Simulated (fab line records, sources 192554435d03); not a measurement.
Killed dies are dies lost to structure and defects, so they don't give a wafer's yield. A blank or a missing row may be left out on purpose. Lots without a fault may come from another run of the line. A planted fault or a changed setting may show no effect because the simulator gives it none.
A struck lot beside a sound one | flow n5_finfet | 15 steps out of a route of 1938
Sound: wafers L450.1, L450.3, L450.6. Struck: wafers L454.1, L454.3, L454.5. The cause comes at the end.
At each step with rows: each side's tool, then ch and its chambers, then its first start. Under that, the readings that differ: sound wafers | struck wafers | difference of the means | sigmas: that difference in standard deviations of wafers without a fault.
alike: readings whose means differ by less than 2 such deviations, and words and numbers that are the same on both sides. not compared: withheld readings, readings that some wafer has no value for, bounds like >300 that may hide the same value, and numbers for which the record gives no deviation and whose values overlap.
The two part at a step that has a row with sigmas, a row that says differs or no value, or rows on one side only. Numbers that don't overlap but have no deviation are shown without sigmas and don't part them. A reading that every wafer of one side lacks parts them only if that side has two wafers or more.

N5_FIN_SAQP_HM_OPEN_33: chemistry CH3F/O2, target SiNx, target depth 49.4 nm, time 70.6 s.
  sound on rie_diel-05 ch 1,2, day 4 02:49; struck on rie_diel-03 ch 0,3, day 5 04:12
  alike: drypump_motor_current_A, etch_rf_on_time_s, oes_product_au, rf_vpp_V, showerhead_plenum_p_Torr, throttle_valve_pct
  not compared: rf_hours_counter_h
N5_FIN_SAQP_ETCH_34: etches SiO2 in C4F6/O2, target depth 45 nm, time 15 s.
  sound on rie_diel-05 ch 1,2, day 4 02:53; struck on rie_diel-03 ch 0,3, day 5 04:16
  reading               | sound             | struck            | difference | sigmas
  etch_rf_on_time_s (s) | 14.90 14.99 14.87 | 15.11 15.34 15.48 | +0.39      | +2
  alike: drypump_motor_current_A, oes_product_au, rf_vpp_V, showerhead_plenum_p_Torr, throttle_valve_pct
  not compared: rf_hours_counter_h
N5_FIN_SAQP_STRIP_77: strips in N2/H2, time 90 s.
  sound on rie_diel-05 ch 1,2, day 4 02:54; struck on rie_diel-03 ch 0,3, day 5 04:17
  alike: drypump_motor_current_A, h2_flow_sccm, oes_product_au, rf_vpp_V, showerhead_plenum_p_Torr, temp_c, throttle_valve_pct
  not compared: rf_hours_counter_h
N5_FIN_SAQP_HM_CD_35: target cd 8 nm.
  sound on cd_sem-02, day 4 03:02; struck on cd_sem-02, day 5 04:25
  alike: cd_nm
N5_FIN_SAQP_ETCH_64: etches SiO2 in CF4, target depth 1.5 nm.
  sound on rie_si-01 ch 0,1,3, day 4 03:04; struck on rie_si-05 ch 0,2,3, day 5 04:28
  alike: drypump_motor_current_A, oes_product_au, throttle_valve_pct
  not compared: rf_hours_counter_h
N5_FIN_SAQP_FIN_ETCH_36: etches the open film in HBr/Cl2/O2, target depth 120 nm, time 50.4 s.
  sound on rie_si-01 ch 0,1,3, day 4 03:05; struck on rie_si-05 ch 0,2,3, day 5 04:29
  alike: drypump_motor_current_A, oes_product_au, throttle_valve_pct
  not compared: rf_hours_counter_h
N5_FIN_SAQP_CD_MEAS_37: target cd 8 nm.
  sound on cd_sem-02, day 4 03:13; struck on cd_sem-03, day 5 04:36
  alike: cd_nm
then, 3 steps without rows for these wafers: N5_FIN_SAQP_PRECLEAN_38 (cleans in O3/DIW, time 45 s); N5_FIN_SAQP_PRECLEAN_45 (cleans in dHF, time 10 s); N5_FIN_SAQP_SRD_39 (time 30 s).
N5_FIN_SAQP_OCD_MEAS_76:
  sound on ocd-01, day 4 03:19; struck on ocd-01, day 5 04:42
  reading              | sound             | struck            | difference | sigmas
  trench_depth_nm (nm) | 120.6 120.8 119.8 | 116.8 118.3 116.7 | -3.1       | -2
N5_FIN_SAQP_INSPECT_40: inspects for defects (brightfield).
  sound on defect_inspect-01, day 4 03:21; struck on defect_inspect-02, day 5 04:44
  alike: raw_defect_count
N5_FIN_CUT_COAT_18: time 60 s, resist thk 230 nm.
  sound on litho_track-04 ch 0, day 4 03:23; struck on litho_track-01 ch 0, day 5 04:46
  reading                  | sound                | struck               | difference | sigmas
  heater_power_total_W (W) | 500.4 497.5 501.9    | 510.0 508.5 511.4    | +10.0      | +6
  plate_temp_C (C)         | 249.87 249.78 250.12 | 254.14 254.02 254.12 | +4.17      | +28
  alike: chill_plate_temp_C, dispense_pressure_kPa, resist_line_temp_C
then, 1 step without rows for these wafers: N5_FIN_CUT_COAT_19 (time 60 s, resist thk 20 nm).
-- the record jumps here: 12 days lie between the struck wafers' starts before and after (it left off in module FIN_CUT and takes up again in module PASSIVATION, whose first step shown is number 1936 of the route) --
N5_PASSIVATION_PROBE_49:
  sound on prober-02, day 16 13:03; struck on prober-01, day 16 22:46
  alike: defect_limited_yield, killed_at_M0_to_M3, killed_at_M4_up, killed_at_contacts, killed_at_front_end, killed_at_other, killed_dies, killed_open, killed_short, sort_bin_5_function, sort_bin_6_memory, sort_n_pass, sort_yield_pct

WHERE THEY PART
First at N5_FIN_SAQP_ETCH_34; last, within this record, at N5_FIN_CUT_COAT_18. Later steps at which nothing parts them and some readings are alike: N5_PASSIVATION_PROBE_49.

WHY: what the simulator had put in
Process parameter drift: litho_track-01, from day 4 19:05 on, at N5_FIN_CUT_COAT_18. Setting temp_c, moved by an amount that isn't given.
